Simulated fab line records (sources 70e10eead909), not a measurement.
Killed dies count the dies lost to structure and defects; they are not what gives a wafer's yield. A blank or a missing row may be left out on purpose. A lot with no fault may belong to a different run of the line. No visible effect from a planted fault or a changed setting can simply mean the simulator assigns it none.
A lot that was struck, set against a sound lot ; flow nand_harc ; 21 out of 1302 route steps
Sound: these wafers, L897.2, L897.5, L897.6. Wafers L908.1, L908.2, L908.6 were the ones struck. Last of all comes the cause.
At each step with rows: each side's tool, then ch and its chambers, then its first start. Under that, the readings that differ: sound wafers ; struck wafers ; difference of the means ; sigmas: that difference in standard deviations of wafers without a fault.
alike: same words and numbers on both sides, and readings whose means sit less than 2 such deviations apart. not compared: any withheld reading, any reading some wafer has no value for, any bound like >300 that may hide the same value, and any number with overlapping values for which the record gives no deviation.
The two part at a step that has a row with sigmas, a row that says differs or no value, or rows on one side only. Non-overlapping numbers with no deviation appear without sigmas and do not part them. A reading missing from all wafers of one side parts the sides only when that side holds two or more wafers.

NHARC_P_CONTACT_CMP_24: polishes, t overpolish 30 s, target thk 200 nm.
  sound on cmp-03 ch 0,3, day 6 17:32; struck on cmp-03 ch 1,2,3, day 12 06:35
  alike: edge_zone_pressure_frac, motor_current_A, overpolish_run_s, slurry_filter_dp_kPa, time_to_endpoint_s
next, for these wafers, 1 step has no rows: NHARC_P_CONTACT_SRD_26.
NHARC_P_CONTACT_INSPECT_27:
  sound: defect_inspect-02 at day 6 17:55; struck: defect_inspect-02 at day 12 06:59
  alike: raw_defect_count
then, 8 steps without rows for these wafers: NHARC_P_M0_DEP_00 (deposits SiOC, target thk 150 nm); NHARC_P_M0_DEHYDRATE_01 (time 120 s); NHARC_P_M0_HMDS_02 (time 30 s); NHARC_P_M0_COAT_33 (time 65 s); NHARC_P_M0_COAT_03 (resist thk 90 nm); NHARC_P_M0_SOFTBAKE_04 (time 55 s); NHARC_P_M0_EBR_05; NHARC_P_M0_EXPOSE_06 (exposes mask P M0, target cd 90 nm).
NHARC_P_M0_PEB_07: peb time 65 s.
  sound on litho_track-01 ch 0, day 6 18:37; struck on litho_track-01 ch 0, day 12 07:41
reading;sound;struck;difference;sigmas
heater_power_total_W (W);156.7 156.1 156.3;152.3 153.1 152.4;-3.8;-9
plate_temp_C (C);99.83 99.73 100.01;98.08 98.10 98.07;-1.77;-14
then, 1 step without rows for these wafers: NHARC_P_M0_DEVELOP_08 (develop time 35 s).
NHARC_P_M0_CD_MEAS_09 targets a cd of 90 nm.
  sound on cd_sem-03 ch 0, day 6 18:41; struck on cd_sem-01 ch 0, day 12 07:46
reading;sound;struck;difference;sigmas
cd_nm (nm);90.8 91.6 91.4;83.5 84.8 84.5;-7.0;-9
NHARC_P_M0_OVL_MEAS_10: pitch 180 nm.
  sound: overlay-02 at day 6 18:47; struck: overlay-01 at day 12 07:51
  alike: overlay_x_nm, overlay_y_nm
NHARC_P_M0_INSPECT_11:
  sound: defect_inspect-02 at day 6 18:49; struck: defect_inspect-02 at day 12 07:53
  alike: raw_defect_count
NHARC_P_M0_DESCUM_14: chemistry O2, time 3 s.
  sound on rie_diel-07 ch 2,3, day 6 18:52; struck on rie_diel-07 ch 0,2,3, day 12 08:02
reading;sound;struck;difference;sigmas
model.P_M0.cd_nm (nm);90.19 91.29 91.67;84.43 85.49 84.43;-6.27;
  alike: drypump_motor_current_A, oes_product_au, rf_vpp_V, showerhead_plenum_p_Torr, throttle_valve_pct
  not compared: rf_hours_counter_h
NHARC_P_M0_ETCH_34: etches the open film in N2/H2, target depth 40 nm, overetch 12 nm, time 43.94 s.
  sound on rie_diel-07 ch 2,3, day 6 18:58; struck on rie_diel-07 ch 0,2, day 12 08:06
  alike: drypump_motor_current_A, oes_product_au, rf_vpp_V, showerhead_plenum_p_Torr, throttle_valve_pct
  not compared: rf_hours_counter_h
NHARC_P_M0_ETCH_15: etches the open film in C4F8/Ar, target depth 150 nm, overetch 15 nm, time 82.5 s.
  sound on rie_diel-07 ch 1,2; struck on rie_diel-07 ch 0,3
reading;sound;struck;difference;sigmas
model.P_M0.cd_nm (nm);89.67 90.66 91.84;83.8 85.07 83.83;-6.5;
  alike: oes_product_au, rf_vpp_V
  not compared: rf_hours_counter_h
NHARC_P_M0_CD_MEAS_16:
  sound: cd_sem-02 at day 6 19:10; struck: cd_sem-02 at day 12 08:19
reading;sound;struck;difference;sigmas
cd_nm (nm);89.5 90.8 91.7;84.0 85.3 83.7;-6.3;-6
next, for these wafers, 1 step has no rows: NHARC_END_SORT_01.

== WHERE THEY PART ==
First at NHARC_P_M0_PEB_07; last, within this record, at NHARC_P_M0_CD_MEAS_16.

WHY: what had been put in by the simulator
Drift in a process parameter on litho_track-01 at NHARC_P_M0_PEB_07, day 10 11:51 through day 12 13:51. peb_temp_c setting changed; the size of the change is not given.
